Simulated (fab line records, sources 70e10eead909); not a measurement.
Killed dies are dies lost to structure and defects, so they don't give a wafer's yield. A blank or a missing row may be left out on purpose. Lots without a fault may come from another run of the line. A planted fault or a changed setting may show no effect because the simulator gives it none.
Problem report in the 8D (eight disciplines) form, filled by code | flow nand_harc | the parts of the form that need people (team, actions taken, sign-off) are left out

1. THE PROBLEM
run_length_s at NHARC_A_CHANNEL_HOLE_D1_ETCH_34 reads a mean of 92.2 s on 2 wafers of 2 lots; wafers without a fault read 98.2 s with a standard deviation of 0.41. That is -15 standard deviations from the usual mean.
The step: etches the open film in CF4/CHF3, target depth 154 nm, time 77 s.
First seen on wafer L825.2, day 11 19:59, on rie_diel-03. The record holds 42 wafers of 14 lots with a number at this step. Rule for "out", or "out of limits": more than 4 standard deviations from the usual mean. The other wafers with a number count as sound.

2. WHAT IT IS AND WHAT IT IS NOT
question                    | is                | is not
which readings at this step | run_length_s      | drypump_motor_current_A, oes_product_au, rf_vpp_V, showerhead_plenum_p_Torr, throttle_valve_pct
which lots                  | L825, L826        | L811, L812, L813, L814, L815, L816, L817, L818, L819, L821, L831, L832
which wafers of those lots  | L825.2, L826.1    | L825.4, L825.6, L826.2, L826.4
read on which tools         | rie_diel-03       | rie_diel-07, rie_diel-12
when                        | from day 11 19:59 | up to then (32 sound wafers); but 8 sound wafers of L826, L831, L832 came after

3. SUSPECTS, AND WHAT RULES EACH OUT
Counting: a tool at a process step up to the reading stays a suspect if it ran every lot that is out. Sound lots after the first of them don't rule it out here, since some wafers of a struck lot are sound.
- rie_diel-03 at NHARC_A_CHANNEL_HOLE_D1_ETCH_34 (etches the open film in CF4/CHF3, target depth 154 nm, time 77 s): kept. It ran every lot that is out, first L825 (day 11 19:59); its last sound lot up to then is L819 (day 10 13:48). Its own readings are out on those wafers: run_length_s.
- Within rie_diel-03 at NHARC_A_CHANNEL_HOLE_D1_ETCH_34: the wafers that are out ran in chamber 0; their sound lot-mates ran in chambers 2, 3.
Left after counting: rie_diel-03 at NHARC_A_CHANNEL_HOLE_D1_ETCH_34.

4. THE CAUSE (what the simulator had put in)
Process parameter drift: rie_diel-03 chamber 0, from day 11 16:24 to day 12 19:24, at NHARC_A_CHANNEL_HOLE_D1_ETCH_34. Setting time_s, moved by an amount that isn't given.
Counting left only this tool.

5. THE CHAIN OF EFFECTS, in route order
Each row: a reading whose mean over the struck wafers that have a number lies more than 3 standard deviations from the usual. Only readings for which the record gives a usual standard deviation are gone through. hours: the time from each lot's start at the first step in this table that gives one to its start at this step, as a median over the lots. sigmas: the change in usual standard deviations.
hours | step                            | reading      | usual  | on struck wafers | change | sigmas
0     | NHARC_A_CHANNEL_HOLE_D1_ETCH_34 | run_length_s | 98.2 s | 92.2             | -6.0   | -15
The process steps in it:
- NHARC_A_CHANNEL_HOLE_D1_ETCH_34: etches the open film in CF4/CHF3, target depth 154 nm, time 77 s.
Later measuring or inspecting steps at which every struck wafer that the step has a row for has a number for every such reading, and none has moved that far: NHARC_A_CHANNEL_HOLE_D1_CD_MEAS_18.

6. WHAT WOULD HAVE CAUGHT IT SOONER
In this record the first reading out of limits was taken at day 11 19:59, 4 hours after the fault began at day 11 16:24.
